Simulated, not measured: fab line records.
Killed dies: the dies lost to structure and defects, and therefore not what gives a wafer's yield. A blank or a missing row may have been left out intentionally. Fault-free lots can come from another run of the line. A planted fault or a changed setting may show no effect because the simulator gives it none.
Tool commonality check :: flow nandHarc :: 6 wafers sampled across 2 lots

REASON IT WAS OPENED
At NHARC_END_SORT_01 the reading killedAtArray is flagged on 2 of 2 lots. Fault-free wafers read 49, with a standard deviation of 18.
Rule: a lot is flagged in two cases, either no wafer of it has a number, or all its wafers with numbers fall more than 4 standard deviations from that mean. The rest of the lots are taken to be sound.

lot: L156
measured: day 27 09:05
on: prober-02
killedAtArray, wafer by wafer: 674 671 671
flag: FLAGGED

lot: L157
measured: day 28 02:23
on: prober-02
killedAtArray, wafer by wafer: 670 671 670
flag: FLAGGED
The mean of the flagged lots' numbers is 671, +622 from the usual (+35 standard deviations).

EACH LOT AND THE TOOL IT RAN ON
Before the reading, the record contains 2 process steps out of a 1302-step route. Every cell lists first the tool, next ch and the chambers used by the sampled wafers, and last the start.
lot: L156
flag: FLAGGED
NHARC_A_CHANNEL_HOLE_D1_ETCH_44: rieDiel-13 ch 0,1, day 11 18:37
NHARC_A_CHANNEL_FILL_D1_ALD_02: no row

lot: L157
flag: FLAGGED
NHARC_A_CHANNEL_HOLE_D1_ETCH_44: rieDiel-13 ch 1,2,3, day 12 05:43
NHARC_A_CHANNEL_FILL_D1_ALD_02: no row
What the steps here do:
- NHARC_A_CHANNEL_HOLE_D1_ETCH_44: etches the open film in CF4/O2, target depth 140 nm, overetch 14 nm, time 77 s.
- NHARC_A_CHANNEL_FILL_D1_ALD_02: deposits SiO2, target thk 6 nm, pulse time 10 s, ald cycles 60.
- NHARC_END_SORT_01

FLAGGED OVER TOTAL, TOOL BY TOOL (the gauges that took the reading come last)
step: NHARC_A_CHANNEL_HOLE_D1_ETCH_44
tool: rieDiel-13
lots run: 2
flagged: 2
share of the flagged lots: all
sound lots run after its first flagged lot: 0

step: NHARC_END_SORT_01
tool: prober-02
lots run: 2
flagged: 2
share of the flagged lots: all
sound lots run after its first flagged lot: 0

WHAT THE TABLE ALLOWS
Every flagged lot went through 2 rows of the table: rieDiel-13 at NHARC_A_CHANNEL_HOLE_D1_ETCH_44 and prober-02 at NHARC_END_SORT_01.
- rieDiel-13 at NHARC_A_CHANNEL_HOLE_D1_ETCH_44 ran 2 lots, 2 of them flagged. No sound lot ran on it before its first flagged lot in this sample; the start therefore can't be narrowed down. Its own readings (runLengthS) fall more than 4 standard deviations out on all wafers of the flagged lots.
- prober-02 at NHARC_END_SORT_01 ran 2 lots, 2 of them flagged. No sound lot ran on it before its first flagged lot in this sample; the start therefore can't be narrowed down.
These 2 tools cannot be told apart by counting lots, since each of them fits a fault that started at some hour. More lots, or a look at what each step does to the wafer, might.

WHAT WAS PUT IN BY THE SIMULATOR
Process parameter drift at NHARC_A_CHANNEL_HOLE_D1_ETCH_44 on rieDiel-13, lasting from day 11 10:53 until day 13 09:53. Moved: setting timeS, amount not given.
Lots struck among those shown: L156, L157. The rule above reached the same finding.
